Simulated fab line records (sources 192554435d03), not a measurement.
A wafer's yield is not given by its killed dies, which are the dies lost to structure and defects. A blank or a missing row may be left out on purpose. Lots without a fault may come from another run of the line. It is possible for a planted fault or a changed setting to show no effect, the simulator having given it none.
Chamber matching	flow n5_finfet	N5_BEOL_M3_ALD_98 on ald_sin-02 has 4 sister chambers
The step deposits SiO2, target thk 2.5 nm, pulse time 1 s, co reactant pulse time 1 s. 7 wafers are shown with their chamber, then 8 later ones without.

WAFERS PAIRED WITH THEIR CHAMBERS
wafer	chamber	heater_power_w (W)	precursor_pulse_height_rel
L079.1	0	82	0.999
L086.2	1	90	1.002
L086.5	2	75	0.965
L087.3	0	81	1.011
L087.4	2	77	1.021
L087.6	3	65	1.018
L089.1	1	90	1.035

WAFERS MISSING THEIR CHAMBER
wafer	heater_power_w (W)	precursor_pulse_height_rel
L089.2	65	0.988
L089.4	77	0.997
L092.2	64	0.980
L092.4	91	0.998
L092.6	80	1.005
L093.2	82	0.983
L093.5	82	1.003
L093.6	67	0.978

THE CHAMBER EACH PASSED THROUGH
wafer	from the rows above	in truth
L089.2	3	3
L089.4	2	2
L092.2	3	3
L092.4	1	1
L092.6	0	0
L093.2	0	0
L093.5	0	0
L093.6	3	3
Correct placement for 8 of the 8. Left unplaced by these rows: 0. 0 placed wrongly.
How it was worked out, from the rows above alone: a wafer's distance from a chamber is the root of the sum, over the readings, of the square of ((its reading less the chamber's mean) divided by the reading's scatter). If the next closest chamber is less than 2 further off than the closest, the wafer can't be placed; otherwise it belongs to the closest. For every chamber, the mean is computed from those of its wafers that are shown. How the scatter is found: for the shown wafers, subtract from each reading the mean of its chamber, square and add these, divide the total by (wafers less chambers), then take the root.
